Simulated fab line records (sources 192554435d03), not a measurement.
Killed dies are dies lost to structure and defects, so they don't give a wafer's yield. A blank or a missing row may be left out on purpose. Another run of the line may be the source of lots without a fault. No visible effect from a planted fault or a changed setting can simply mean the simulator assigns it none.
Which tool did it? ; flow n5_finfet ; 12 lots, 36 wafers sampled, at 4 steps of a route of 1938

== WHAT THE GAUGES READ, wafer by wafer ==
N5_FIN_CUT_INSPECT_17: inspects for defects (brightfield).
lot;measured;on;raw_defect_count
L075;day 2 10:05;defect_inspect-02;219 275 237
L077;day 2 22:08;defect_inspect-01;311 236 218
L079;day 3 09:39;defect_inspect-01;188 231 180
L081;day 4 02:02;defect_inspect-01;248 182 228
L083;day 4 11:25;defect_inspect-01;274 124 175
L085;day 5 00:28;defect_inspect-01;336 188 131
L087;day 5 09:44;defect_inspect-02;225 269 333
L089;day 5 23:14;defect_inspect-02;299 236 264
L091;day 6 10:34;defect_inspect-02;353 207 259
L093;day 6 22:37;defect_inspect-02;196 236 201
L095;day 7 10:02;defect_inspect-02;164 137 209
L097;day 7 21:34;defect_inspect-01;238 219 205

== WHICH TOOL RAN EACH LOT (tool, then ch and the chambers of the sampled wafers, then the start) ==
lot;N5_FIN_SAQP_ETCH_67;N5_FIN_SAQP_HM_CD_35;N5_FIN_CUT_STRIP_24
L075;rie_diel-01 ch 0,2,3, day 2 06:56;cd_sem-03, day 2 08:23;rie_diel-03 ch 0,2,3, day 2 09:35
L077;rie_diel-06 ch 1,2,3, day 2 18:41;cd_sem-02, day 2 20:07;rie_diel-02 ch 0,1,2, day 2 21:34
L079;rie_diel-06 ch 0,2,3, day 3 06:29;cd_sem-01, day 3 07:52;rie_diel-04 ch 0,1,2, day 3 09:09
L081;rie_diel-05 ch 0,1,2, day 3 23:01;cd_sem-01, day 4 00:03;rie_diel-04 ch 0,3, day 4 01:20
L083;rie_diel-06 ch 0,2,3, day 4 08:19;cd_sem-03, day 4 09:37;rie_diel-04 ch 0,1,2, day 4 10:55
L085;rie_diel-06 ch 0,2,3, day 4 19:59;cd_sem-02, day 4 22:41;rie_diel-04 ch 0,3, day 4 23:58
L087;rie_diel-05 ch 0,2, day 5 07:01;cd_sem-03, day 5 08:04;rie_diel-02 ch 1,2,3, day 5 09:14
L089;rie_diel-01 ch 2,3, day 5 19:59;cd_sem-03, day 5 21:06;rie_diel-03 ch 0,1,3, day 5 22:34
L091;rie_diel-01 ch 1,2,3, day 6 07:35;cd_sem-01, day 6 08:37;rie_diel-04 ch 2,3, day 6 09:55
L093;rie_diel-01 ch 1,2, day 6 19:52;cd_sem-02, day 6 20:55;rie_diel-02 ch 0,1,3, day 6 22:07
L095;rie_diel-06 ch 1,2,3, day 7 07:16;cd_sem-01, day 7 08:18;rie_diel-03 ch 2,3, day 7 09:28
L097;rie_diel-05 ch 0,2,3, day 7 18:51;cd_sem-01, day 7 19:53;rie_diel-03 ch 0,2,3, day 7 21:03
- N5_FIN_SAQP_ETCH_67: etches SiNx in CH3F/O2, target depth 30 nm.
- N5_FIN_SAQP_HM_CD_35: target cd 8 nm.
- N5_FIN_CUT_STRIP_24: strips in CF4.

== THE ANSWER, worked out from the rows above alone ==
Rule: what is usual is taken from the lots themselves. The widest of any qualifying gaps counts: lots, ordered by their means at a reading, are off when they make up no more than a third of the lots, leave a main group of 4 or more, and stand apart from it by 3 or more times the standard deviation of that group's means. The tables above print the reading to a certain number of digits; a main group whose means all agree to those digits is not used. A lot without any number at a reading at which 4 lots or more have one is off too. Where the step has rows for the other lots, those lots are counted as sound.
No lot is off at any reading shown: from this, nothing can be told.

== WHAT THE SIMULATOR PUT IN ==
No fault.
